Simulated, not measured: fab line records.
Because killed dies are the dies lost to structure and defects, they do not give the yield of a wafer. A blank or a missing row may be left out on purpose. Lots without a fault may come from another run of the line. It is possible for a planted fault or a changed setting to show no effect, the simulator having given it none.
fab line records + flow nandHarc
record:
- lots: 6
- wafers: 18
- lastDay: 33
route steps=1302 shown THIN_TSV@1285 END@1302
lots that met no fault: from a run of the same line without faults
startH: the number of hours between the record's first day and the start of the first shown wafer of the lot + waitH: time in hours since the lot's previous step + " unchanged from the row above + L1.1+2: a single row standing in for several wafers + - no value, or no start given + * or withheld: withheld + < > ~ a bound
route shown NAME@n: a module of which the file shows steps, and the number in the route of the first + usual: mean/standard deviation taken from wafers without a fault + same: alike in all rows + chamber/n: place in a boat + sites: readings site by site + _std_site: the standard deviation of these + _edge_site: inner sites' mean taken away from outer sites' mean + radiusMm: for every site, how far away it sits from the centre of the wafer + mask NAME#n: copy n + behind: the tool/chamber that last shaped the wafer + hold: why the lot went on hold/how many hours it stayed there/how the hold came to an end + device: names the non-switching transistor (n, p or np) + end of line: the same wafers' tests at the end of the route + step lacking rows: just its recipe + killed: count of dies lost to structure and defects at first sort (not the wafer's yield) + map: dies across one wafer; x = killed, . = not, _ = none there
set.NAME: setting as actually run; set.NAME@STEP: the setting as run at that earlier step + model.NAME: the simulator's own value behind a step, which no gauge read
certain route steps with their lots: each step a table, each wafer a row
services: from which hour (startH, from the record's first day; less than 0 if before it) a tool's chamber was out of use, for how many hours, and why
== steps ==
step: NHARC_THIN_TSV_COAT_27
recipe:
- spinRpm: *
step: NHARC_THIN_TSV_SOFTBAKE_28
recipe:
- tempC: 122
- timeS: 95
step: NHARC_THIN_TSV_EBR_29
step: NHARC_THIN_TSV_EXPOSE_30
recipe:
- na: 0.55
- doseMj: 11.47
- maskId: PAD
step: NHARC_THIN_TSV_PEB_31
recipe:
- pebTempC: 118
- pebTimeS: 85
step: NHARC_THIN_TSV_DEVELOP_32
recipe:
- timeS: 70
step: NHARC_THIN_TSV_CD_MEAS_33
recipe:
- targetCdNm: 5000
- landingEnergyEv: 500
usual:
- cdNm: 4999.7/1.2
| lot.wafer | tool     | chamber | startH | waitH | cdNm   |
|-----------|----------|---------|--------|-------|--------|
| L725.1    | cdSem-03 | 0       | 566.61 | -     | 4996.6 |
| L725.2    | "        | 0       | "      | "     | 4997.8 |
| L725.4    | "        | 0       | "      | "     | 4996.5 |
| L733.1    | cdSem-03 | 0       | 646.69 | -     | 4999.8 |
| L733.3    | "        | 0       | "      | "     | 4999.1 |
| L733.5    | "        | 0       | "      | "     | 4999.6 |
| L732.1    | cdSem-03 | 0       | 648.14 | -     | 4998.4 |
| L732.3    | "        | 0       | "      | "     | 4999.8 |
| L732.6    | "        | 0       | "      | "     | 4998.0 |
| L743.1    | cdSem-01 | 0       | 753.87 | -     | 4998.7 |
| L743.2    | "        | 0       | "      | "     | 4997.7 |
| L743.6    | "        | 0       | "      | "     | 4999.5 |
| L744.2    | cdSem-02 | 0       | 770.79 | -     | 5000.6 |
| L744.3    | "        | 0       | "      | "     | 5000.7 |
| L744.6    | "        | 0       | "      | "     | 5001.6 |
| L745.1    | cdSem-01 | 0       | 780.80 | -     | 4999.6 |
| L745.2    | "        | 0       | "      | "     | 4998.9 |
| L745.6    | "        | 0       | "      | "     | 4998.6 |
step: NHARC_THIN_TSV_HARDBAKE_34
recipe:
- tempC: 125
- timeS: 80
step: NHARC_THIN_TSV_DESCUM_35
recipe:
- timeS: 3
- o2FlowSccm: 200
- arFlowSccm: 0
- biasPowerW: 0
- chemistry: O2
usual:
- drypumpMotorCurrentA: 5.9/0.49
- oesProductAu: 1.000/0.0086
- rfVppV: 57.7/0.82
- showerheadPlenumPTorr: 1.87/0.082
- throttleValvePct: 11.312/0.0095
same:
- timeS: 3
| lot.wafer | tool       | chamber | startH | waitH | drypumpMotorCurrentA | oesProductAu | rfHoursCounterH | rfVppV | showerheadPlenumPTorr | throttleValvePct |
|-----------|------------|---------|--------|-------|----------------------|--------------|-----------------|--------|-----------------------|------------------|
| L725.4    | rieDiel-09 | 1       | 566.77 | -     | 5.7                  | 1.000        | 3.9             | 57.4   | 1.94                  | 11.315           |
| L725.1    | "          | 2       | "      | "     | 5.2                  | 0.994        | 3.3             | 57.6   | 1.82                  | 11.309           |
| L725.2    | "          | 0       | "      | "     | 6.0                  | 0.994        | 4.2             | 58.0   | 1.79                  | 11.317           |
| L733.1    | rieDiel-08 | 1       | 646.85 | -     | 6.7                  | 1.018        | 4.3             | 57.6   | 1.81                  | 11.302           |
| L733.3    | "          | 3       | "      | "     | 5.6                  | 0.999        | 4.7             | 58.4   | 2.02                  | 11.321           |
| L733.5    | "          | 2       | "      | "     | 5.6                  | 1.009        | -               | 57.2   | 1.87                  | 11.304           |
| L732.1    | rieDiel-09 | 1       | 648.31 | -     | 5.7                  | 1.004        | 8.4             | 57.0   | 1.94                  | 11.296           |
| L732.3    | "          | 2       | "      | "     | 5.2                  | 0.975        | 8.4             | 58.2   | 1.82                  | 11.337           |
| L732.6    | "          | 1       | "      | "     | 5.7                  | 0.992        | -               | 57.2   | 1.94                  | 11.314           |
| L743.1    | rieDiel-03 | 2       | 754.04 | -     | 5.2                  | 1.001        | 7.1             | 58.2   | 1.87                  | 11.305           |
| L743.2    | "          | 0       | "      | "     | 6.3                  | 1.007        | 8.4             | 57.0   | 1.80                  | 11.314           |
| L743.6    | "          | 1       | "      | "     | 6.1                  | 1.004        | -               | 58.2   | 2.03                  | 11.304           |
| L744.3    | rieDiel-08 | 1       | 770.96 | -     | 6.8                  | 1.021        | 1.5             | 57.7   | 1.81                  | 11.320           |
| L744.2    | "          | 3       | "      | "     | 5.6                  | 1.010        | 1.9             | 56.3   | 2.02                  | 11.299           |
| L744.6    | "          | 0       | "      | "     | 6.3                  | 1.008        | -               | 57.2   | 1.81                  | 11.312           |
| L745.2    | rieDiel-08 | 1       | 780.96 | -     | 6.7                  | 1.017        | 2.1             | 57.4   | 1.81                  | 11.320           |
| L745.1    | "          | 0       | "      | "     | 6.3                  | 1.003        | 2.4             | 57.9   | 1.81                  | 11.305           |
| L745.6    | "          | 1       | "      | "     | 6.7                  | 1.013        | -               | 57.5   | 1.81                  | 11.301           |
step: NHARC_THIN_TSV_ETCH_59
recipe:
- targetDepthA: 8800
- icpW: 900
- biasW: 100
- Cl2_flow_sccm: 60
- bcl3FlowSccm: 30
- timeS: 138.1
- chemistry: Cl2/BCl3
usual:
- biasW: 99.93/0.29
- drypumpMotorCurrentA: 5.83/0.23
- oesProductAu: 1.001/0.0076
- rfFwdPowerW: 896/3.1
- throttleValvePct: 22.265/0.009
same:
- timeS: 138.1
| lot.wafer | tool        | chamber | startH | waitH | biasW  | drypumpMotorCurrentA | oesProductAu | rfFwdPowerW | rfHoursCounterH | throttleValvePct |
|-----------|-------------|---------|--------|-------|--------|----------------------|--------------|-------------|-----------------|------------------|
| L725.1    | rieMetal-02 | 1       | 566.90 | 0.1   | 100.06 | 5.70                 | 1.007        | 893         | 2.4             | 22.255           |
| L725.2    | "           | 0       | "      | "     | 99.48  | 5.50                 | 1.009        | 896         | 1.9             | 22.257           |
| L725.4    | "           | 1       | "      | "     | 99.56  | 5.69                 | 1.010        | 892         | -               | 22.267           |
| L733.1    | rieMetal-03 | 1       | 647.02 | 0.2   | 100.53 | 5.65                 | 0.994        | 897         | 2.0             | 22.278           |
| L733.3    | "           | 1       | "      | "     | 99.79  | 5.67                 | 0.990        | 894         | -               | 22.262           |
| L733.5    | "           | 0       | "      | "     | 100.36 | 6.18                 | 0.990        | 897         | -               | 22.254           |
| L732.1    | rieMetal-01 | 0       | 648.43 | 0.1   | 99.47  | 5.86                 | 0.996        | 895         | 1.2             | 22.265           |
| L732.3    | "           | 0       | "      | "     | 99.79  | 5.85                 | 0.997        | 898         | -               | 22.266           |
| L732.6    | "           | 1       | "      | "     | 100.31 | 6.03                 | 0.996        | 897         | -               | 22.269           |
| L743.2    | rieMetal-02 | 0       | 754.16 | 0.1   | 99.73  | 5.49                 | 1.012        | 900         | 1.8             | 22.270           |
| L743.1    | "           | 1       | "      | "     | 100.15 | 5.67                 | 0.996        | 894         | 1.8             | 22.257           |
| L743.6    | "           | 1       | "      | "     | 99.96  | 5.69                 | 1.008        | 891         | -               | 22.266           |
| L744.2    | rieMetal-03 | 0       | 771.08 | 0.1   | 99.51  | 6.18                 | 1.009        | 897         | 1.0             | 22.269           |
| L744.3    | "           | 1       | "      | "     | 99.67  | 5.69                 | 1.002        | 899         | -               | 22.254           |
| L744.6    | "           | 0       | "      | "     | 99.74  | 6.16                 | 1.004        | 901         | -               | 22.252           |
| L745.1    | rieMetal-03 | 0       | 781.09 | 0.1   | 99.78  | 6.18                 | 0.992        | 899         | 1.2             | 22.268           |
| L745.2    | "           | 1       | "      | "     | 100.29 | 5.68                 | 0.996        | 897         | 1.2             | 22.268           |
| L745.6    | "           | 0       | "      | "     | 100.09 | 6.17                 | 0.998        | 899         | -               | 22.256           |
step: NHARC_THIN_TSV_ETCH_36
recipe:
- targetDepthA: 650
- overEtchFrac: 0.3
- timeS: 18.571
- ionEnergyEv: 150
- chemistry: Cl2/BCl3
usual:
- drypumpMotorCurrentA: 5.83/0.22
- oesProductAu: 1.001/0.0092
same:
- timeS: 18.571
| lot.wafer | tool        | chamber | startH | waitH | drypumpMotorCurrentA | oesProductAu | rfHoursCounterH |
|-----------|-------------|---------|--------|-------|----------------------|--------------|-----------------|
| L725.1    | rieMetal-02 | 0       | 567.16 | 0.2   | 5.53                 | 1.002        | 2.1             |
| L725.2    | "           | 1       | "      | "     | 5.69                 | 1.014        | 2.5             |
| L725.4    | "           | 0       | "      | "     | 5.51                 | 1.007        | -               |
| L733.1    | rieMetal-03 | 0       | 647.25 | 0.2   | 6.19                 | 1.012        | 2.6             |
| L733.3    | "           | 1       | "      | "     | 5.70                 | 1.002        | -               |
| L733.5    | "           | 0       | "      | "     | 6.18                 | 0.989        | -               |
| L732.1    | rieMetal-01 | 0       | 648.69 | 0.2   | 5.81                 | 1.007        | 1.3             |
| L732.3    | "           | 1       | "      | "     | 6.02                 | 1.011        | -               |
| L732.6    | "           | 0       | "      | "     | 5.83                 | 1.000        | -               |
| L743.2    | rieMetal-02 | 1       | 754.42 | 0.2   | 5.68                 | 1.000        | 1.9             |
| L743.1    | "           | 0       | "      | "     | 5.53                 | 1.005        | 1.9             |
| L743.6    | "           | 1       | "      | "     | 5.69                 | 1.014        | -               |
| L744.2    | rieMetal-03 | 1       | 771.34 | 0.2   | 5.71                 | 0.983        | 1.1             |
| L744.3    | "           | 0       | "      | "     | 6.16                 | 0.989        | -               |
| L744.6    | "           | 0       | "      | "     | 6.15                 | 0.981        | -               |
| L745.1    | rieMetal-03 | 1       | 781.35 | 0.2   | 5.66                 | 0.984        | 1.3             |
| L745.2    | "           | 0       | "      | "     | 6.17                 | 0.994        | 1.3             |
| L745.6    | "           | 0       | "      | "     | 6.16                 | 0.994        | -               |
step: NHARC_THIN_TSV_STRIP_56
recipe:
- powerW: 1500
- tempC: 250
- chemistry: O2
usual:
- drypumpMotorCurrentA: 5.5/0.36
- heaterPowerW: 330/47
| lot.wafer | tool           | chamber | startH | waitH | drypumpMotorCurrentA | heaterPowerW | rfHoursCounterH |
|-----------|----------------|---------|--------|-------|----------------------|--------------|-----------------|
| L725.2    | plasmaAsher-02 | 0       | 567.26 | 0.1   | 5.3                  | 407          | 28              |
| L725.1    | "              | 1       | "      | "     | 6.0                  | 329          | 28              |
| L725.4    | "              | 1       | "      | "     | 6.0                  | 330          | -               |
| L733.1    | plasmaAsher-02 | 0       | 647.34 | 0.1   | 5.2                  | 409          | 7               |
| L733.3    | "              | 0       | "      | "     | 5.2                  | 413          | -               |
| L733.5    | "              | 1       | "      | "     | 6.1                  | 319          | -               |
| L732.1    | plasmaAsher-02 | 1       | 648.79 | 0.1   | 6.1                  | 308          | 8               |
| L732.3    | "              | 0       | "      | "     | 5.2                  | 410          | -               |
| L732.6    | "              | 0       | "      | "     | 5.3                  | 410          | -               |
| L743.2    | plasmaAsher-01 | 0       | 754.51 | 0.1   | 5.1                  | 287          | 9               |
| L743.1    | "              | 1       | "      | "     | 5.7                  | 294          | 9               |
| L743.6    | "              | 0       | "      | "     | 5.1                  | 297          | -               |
| L744.2    | plasmaAsher-02 | 1       | 771.44 | 0.1   | 6.0                  | 323          | 31              |
| L744.3    | "              | 1       | "      | "     | 6.0                  | 321          | -               |
| L744.6    | "              | 1       | "      | "     | 6.0                  | 319          | -               |
| L745.1    | plasmaAsher-01 | 0       | 781.50 | 0.1   | 5.1                  | 293          | 14              |
| L745.2    | "              | 1       | "      | "     | 5.7                  | 301          | 14              |
| L745.6    | "              | 1       | "      | "     | 5.6                  | 300          | -               |
step: NHARC_THIN_TSV_STRIP_57
recipe:
- timeS: 1200
- tempC: 72.5
- chemistry: postEtchResidueRemover
usual:
- bathGuardTempC: 72.7/0.53
- bathHeatDutyPct: 14.9/1.8
- timeS: 1200/0
| lot.wafer | tool        | chamber | startH | waitH | bathGuardTempC | bathHeatDutyPct | timeS |
|-----------|-------------|---------|--------|-------|----------------|-----------------|-------|
| L725.4    | wetBench-10 | 4       | 567.62 | 0.2   | 71.8           | 15.6            | 1200  |
| L725.2    | "           | 5       | "      | "     | 72.7           | 13.9            | 1200  |
| L725.1    | "           | 0       | "      | "     | 72.4           | 14.6            | 1200  |
| L733.3    | wetBench-10 | 7       | 647.69 | 0.2   | -              | -               | -     |
| L733.1    | "           | 0       | "      | "     | -              | -               | -     |
| L733.5    | "           | 3       | "      | "     | -              | -               | -     |
| L732.6    | wetBench-10 | 5       | 649.13 | 0.1   | -              | -               | -     |
| L732.3    | "           | 6       | "      | "     | -              | -               | -     |
| L732.1    | "           | 0       | "      | "     | -              | -               | -     |
| L743.6    | wetBench-10 | 3       | 754.86 | 0.1   | 72.2           | 16.4            | 1200  |
| L743.1    | "           | 7       | "      | "     | 73.1           | 14.3            | 1200  |
| L743.2    | "           | 0       | "      | "     | 72.6           | 15.3            | 1200  |
| L744.2    | wetBench-10 | 7       | 771.81 | 0.3   | 73.1           | 12.9            | 1200  |
| L744.3    | "           | 0       | "      | "     | 72.3           | 13.2            | 1200  |
| L744.6    | "           | 1       | "      | "     | 72.7           | 15.5            | 1200  |
| L745.2    | wetBench-08 | 1       | 781.86 | 0.3   | 72.3           | 16.4            | 1200  |
| L745.1    | "           | 3       | "      | "     | 73.2           | 18.8            | 1200  |
| L745.6    | "           | 5       | "      | "     | 72.1           | 13.2            | 1200  |
step: NHARC_THIN_TSV_CD_MEAS_37
usual:
- cdNm: 5000.2/2
| lot.wafer | tool     | chamber | startH | waitH | cdNm   |
|-----------|----------|---------|--------|-------|--------|
| L725.1    | cdSem-03 | -       | 568.06 | -     | 4995.1 |
| L725.2    | "        | -       | "      | "     | 4996.3 |
| L725.4    | "        | -       | "      | "     | 4995.0 |
| L733.1    | cdSem-01 | -       | 648.14 | 0.4   | 5001.2 |
| L733.3    | "        | -       | "      | "     | 4998.6 |
| L733.5    | "        | -       | "      | "     | 5000.5 |
| L732.1    | cdSem-03 | -       | 649.58 | 0.4   | 4999.5 |
| L732.3    | "        | -       | "      | "     | 5000.1 |
| L732.6    | "        | -       | "      | "     | 4997.4 |
| L743.1    | cdSem-01 | -       | 755.30 | -     | 4999.5 |
| L743.2    | "        | -       | "      | "     | 4997.3 |
| L743.6    | "        | -       | "      | "     | 5000.7 |
| L744.2    | cdSem-03 | -       | 772.24 | -     | 5000.3 |
| L744.3    | "        | -       | "      | "     | 5001.0 |
| L744.6    | "        | -       | "      | "     | 5000.4 |
| L745.1    | cdSem-02 | -       | 782.30 | -     | 5002.5 |
| L745.2    | "        | -       | "      | "     | 5001.5 |
| L745.6    | "        | -       | "      | "     | 5000.5 |
step: NHARC_END_SORT_01
recipe:
- tempC: 25
usual:
- defectLimitedYield: 91.6/2.6
- killedAtArray: 52/17
- killedAtOther: 0.8/1.1
- killedAtPeriphery: 3.2/2.2
- killedDies: 57/17
- killedOpen: 3.4/1.8
- killedShort: 2.4/1.6
- sort_bin_2_pct: 2.9/1.1
- sort_bin_3_pct: 0.6/0.38
- sort_bin_4_pct: 4.8/1.5
- sortNPass: 620/17
- sortRimYieldPct: 92/4.9
- sortYieldPct: 91.6/2.6
same:
- grossDies: 677
- sort_bin_5_pct[%]: 0
- sort_bin_6_pct[%]: 0
- sort_bin_7_pct[%]: 0
- sort_bin_8_pct[%]: 0
- sortRimNGross: 106.00
| lot.wafer | tool      | chamber | startH | waitH | defectLimitedYield[%] | killedAtArray | killedAtOther | killedAtPeriphery | killedDies | killedOpen | killedShort | sort_bin_2_pct[%] | sort_bin_3_pct[%] | sort_bin_4_pct[%] | sortNPass | sortRimYieldPct[%] | sortYieldPct[%] |
|-----------|-----------|---------|--------|-------|-----------------------|---------------|---------------|-------------------|------------|------------|-------------|-------------------|-------------------|-------------------|-----------|--------------------|-----------------|
| L725.1    | prober-01 | 0       | 575.71 | 2.5   | 95.3                  | 28            | 0             | 4                 | 32         | 4          | 2           | 1.8               | 0.1               | 2.8               | 645       | 96                 | 95.3            |
| L725.2    | prober-01 | 0       | 576.50 | 2.8   | 96.5                  | 21            | 0             | 3                 | 24         | 2          | 0           | 0.7               | 0                 | 2.8               | 653       | 95                 | 96.5            |
| L725.4    | prober-01 | 0       | 578.10 | 3.4   | 96.3                  | 21            | 0             | 4                 | 25         | 3          | 2           | 1.0               | 0.1               | 2.5               | 652       | 97                 | 96.3            |
| L733.1    | prober-02 | 0       | 655.69 | 2.5   | 95.1                  | 28            | 1             | 4                 | 33         | 2          | 4           | 1.9               | 0                 | 3.0               | 644       | 95                 | 95.1            |
| L733.3    | prober-02 | 0       | 657.28 | 3.1   | 95.9                  | 19            | 5             | 4                 | 28         | 3          | 0           | 1.6               | 0.4               | 2.1               | 649       | 93                 | 95.9            |
| L733.5    | prober-02 | 0       | 658.87 | 3.7   | 95.3                  | 29            | 3             | 0                 | 32         | 4          | 2           | 1.3               | 0.3               | 3.1               | 645       | 94                 | 95.3            |
| L732.1    | prober-01 | 0       | 655.72 | 2.5   | 89.7                  | 69            | 1             | 0                 | 70         | 5          | 1           | 3.5               | 0.6               | 6.2               | 607       | 91                 | 89.7            |
| L732.3    | prober-01 | 0       | 657.31 | 3.1   | 90.1                  | 64            | 0             | 3                 | 67         | 1          | 2           | 3.2               | 1.2               | 5.5               | 610       | 90                 | 90.1            |
| L732.6    | prober-01 | 0       | 659.70 | 4.0   | 89.5                  | 66            | 1             | 4                 | 71         | 4          | 4           | 3.8               | 0.4               | 6.2               | 606       | 80                 | 89.5            |
| L745.1    | prober-01 | 0       | 792.81 | 2.5   | 88.8                  | 74            | 2             | 0                 | 76         | 2          | 3           | 2.8               | 1.0               | 7.4               | 601       | 92                 | 88.8            |
| L745.2    | prober-01 | 0       | 793.61 | 2.8   | 89.8                  | 64            | 1             | 4                 | 69         | 4          | 1           | 4.3               | 0.7               | 5.2               | 608       | 89                 | 89.8            |
| L745.6    | prober-01 | 0       | 796.81 | 4.0   | 90.3                  | 60            | 1             | 5                 | 66         | 5          | 3           | 4.0               | 0.4               | 5.3               | 611       | 90                 | 90.3            |
killed by level:class
L725.1 A_CHANNEL_HOLE_D2:chamberFilmFlake=9 A_CONTACT:chamberFilmFlake=4 A_BONDPAD:chamberFilmFlake=3 A_ONON_D2:geometricParticle:short=2 P_STI:chamberFilmFlake=2 P_M2:chamberFilmFlake=2 A_CHANNEL_HOLE_D1:chamberFilmFlake=2 A_DECK1_JOINT:chamberFilmFlake=2
L725.2 A_STAIRCASE:chamberFilmFlake=7 A_CHANNEL_HOLE_D2:chamberFilmFlake=4 A_M0:chamberFilmFlake=3 A_BONDPAD:chamberFilmFlake=3 A_ONON_D2:geometricParticle:open=2 P_M2:chamberFilmFlake=2 P_ZERO_WELL:chamberFilmFlake=1 A_CHANNEL_HOLE_D1:chamberFilmFlake=1
L725.4 A_CHANNEL_HOLE_D2:chamberFilmFlake=11 P_M2:chamberFilmFlake=3 A_CONTACT:chamberFilmFlake=3 A_STAIRCASE:chamberFilmFlake=2 P_M0:geometricParticle:open=1 A_ONON_D1:geometricParticle:short=1 A_CHANNEL_FILL_D1:geometricParticle:open=1 A_ONON_D2:geometricParticle:short=1
L733.1 A_CHANNEL_HOLE_D1:chamberFilmFlake=6 A_CHANNEL_HOLE_D2:chamberFilmFlake=4 A_STAIRCASE:chamberFilmFlake=3 A_CONTACT:chamberFilmFlake=3 P_GATE:chamberFilmFlake=2 A_DECK1_JOINT:chamberFilmFlake=2 P_M1:geometricParticle:open=1 A_ONON_D1:geometricParticle:short=1
L732.1 A_SLIT:chamberFilmFlake=33 A_CHANNEL_HOLE_D1:chamberFilmFlake=22 A_M0:geometricParticle:open=3 A_ZERO_WELL:chamberFilmFlake=3 A_CHANNEL_FILL_D1:geometricParticle:open=2 A_STAIRCASE:chamberFilmFlake=2 A_CONTACT:chamberFilmFlake=2 A_CHANNEL_HOLE_D1:geometricParticle:short=1
L733.3 A_CONTACT:chamberFilmFlake=6 A_CHANNEL_HOLE_D1:chamberFilmFlake=5 THIN_TSV:chamberFilmFlake=5 A_SLIT:chamberFilmFlake=3 P_M2:geometricParticle:open=2 A_CHANNEL_HOLE_D2:unspecified=2 A_WL_FILL:geometricParticle:open=1 P_ZERO_WELL:chamberFilmFlake=1
L732.3 A_CHANNEL_HOLE_D1:chamberFilmFlake=35 A_SLIT:chamberFilmFlake=19 A_STAIRCASE:chamberFilmFlake=3 A_ZERO_WELL:chamberFilmFlake=2 A_CHANNEL_HOLE_D2:chamberFilmFlake=2 P_CONTACT:geometricParticle:short=1 P_CONTACT:geometricParticle:open=1 A_CHANNEL_FILL_D2:geometricParticle:short=1
L733.5 A_CHANNEL_HOLE_D1:chamberFilmFlake=6 A_CHANNEL_HOLE_D2:unspecified=4 A_CONTACT:chamberFilmFlake=4 A_CHANNEL_HOLE_D2:chamberFilmFlake=3 THIN_TSV:chamberFilmFlake=3 A_STAIRCASE:chamberFilmFlake=2 A_ONON_D1:geometricParticle:open=1 A_DECK1_JOINT:geometricParticle:open=1
L732.6 A_SLIT:chamberFilmFlake=25 A_CHANNEL_HOLE_D1:chamberFilmFlake=24 A_CONTACT:chamberFilmFlake=6 A_DECK1_JOINT:chamberFilmFlake=4 A_CHANNEL_FILL_D1:geometricParticle:open=2 A_CHANNEL_FILL_D2:geometricParticle:short=2 P_GATE:geometricParticle:open=1 P_M0:geometricParticle:short=1
L745.1 A_SLIT:chamberFilmFlake=37 A_CHANNEL_HOLE_D2:chamberFilmFlake=23 A_CONTACT:chamberFilmFlake=5 A_DECK1_JOINT:chamberFilmFlake=3 THIN_TSV:chamberFilmFlake=2 A_CHANNEL_FILL_D2:geometricParticle:short=1 A_CHANNEL_FILL_D2:geometricParticle:open=1 A_SGD_CUT:geometricParticle:open=1
L745.2 A_SLIT:chamberFilmFlake=28 A_CHANNEL_HOLE_D2:chamberFilmFlake=26 A_CONTACT:chamberFilmFlake=4 P_M0:geometricParticle:open=2 A_STAIRCASE:chamberFilmFlake=2 P_CONTACT:geometricParticle:open=1 A_ONON_D2:geometricParticle:open=1 A_M0:geometricParticle:short=1
L745.6 A_CHANNEL_HOLE_D2:chamberFilmFlake=26 A_SLIT:chamberFilmFlake=25 A_CONTACT:chamberFilmFlake=3 P_ZERO_WELL:chamberFilmFlake=2 A_DECK1_JOINT:chamberFilmFlake=2 P_GATE:geometricParticle:short=1 P_GATE:geometricParticle:open=1 P_M0:geometricParticle:open=1
== services ==
| tool           | chamber | startH | hours | kind   |
|----------------|---------|--------|-------|--------|
| rieDiel-08     | -       | 544.80 | 9.0   | pm     |
| rieMetal-01    | -       | 575.00 | 9.0   | pm     |
| rieMetal-03    | 1       | 586.87 | 7.9   | repair |
| rieDiel-09     | 0       | 588.70 | 1.8   | repair |
| plasmaAsher-02 | -       | 603.23 | 9.0   | pm     |
| rieDiel-09     | 3       | 614.44 | 9.0   | repair |
| rieDiel-08     | -       | 621.11 | 0.8   | repair |
| rieDiel-09     | 3       | 624.71 | 9.7   | repair |
| rieMetal-02    | -       | 631.00 | 9.0   | pm     |
| rieMetal-01    | -       | 645.30 | 0.7   | repair |
| rieMetal-01    | -       | 660.05 | 0.3   | repair |
| wetBench-10    | -       | 663.20 | 8.0   | pm     |
| rieMetal-02    | 0       | 664.69 | 2.5   | repair |
| rieDiel-09     | -       | 674.75 | 9.0   | pm     |
| rieMetal-03    | -       | 696.00 | 9.0   | pm     |
| rieMetal-01    | -       | 696.19 | 1.1   | repair |
| plasmaAsher-01 | -       | 701.55 | 9.0   | pm     |
| rieDiel-08     | 3       | 721.14 | 6.3   | repair |
| rieDiel-08     | -       | 721.95 | 9.0   | pm     |
| plasmaAsher-02 | -       | 741.09 | 3.1   | repair |
| rieDiel-08     | 2       | 746.65 | 2.6   | repair |
| rieMetal-01    | -       | 752.00 | 9.0   | pm     |
| plasmaAsher-02 | -       | 768.96 | 1.9   | repair |
| plasmaAsher-02 | -       | 780.30 | 9.0   | pm     |
== key ==
firstSign:
- step: NHARC_THIN_TSV_STRIP_57
- reading: toolRecord
- direction: missing
effect none on later readings
metAt NHARC_THIN_TSV_STRIP_57
struckWafers L732.1,L732.3,L732.6,L733.1,L733.3,L733.5
onsetBetween 567.62 647.69
fault:
- kind: skippedStepWhole
- tool: wetBench-10
- chamber: -
- onsetH: 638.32
- steps: NHARC_THIN_TSV_STRIP_57
- scope: struckLotsOnly
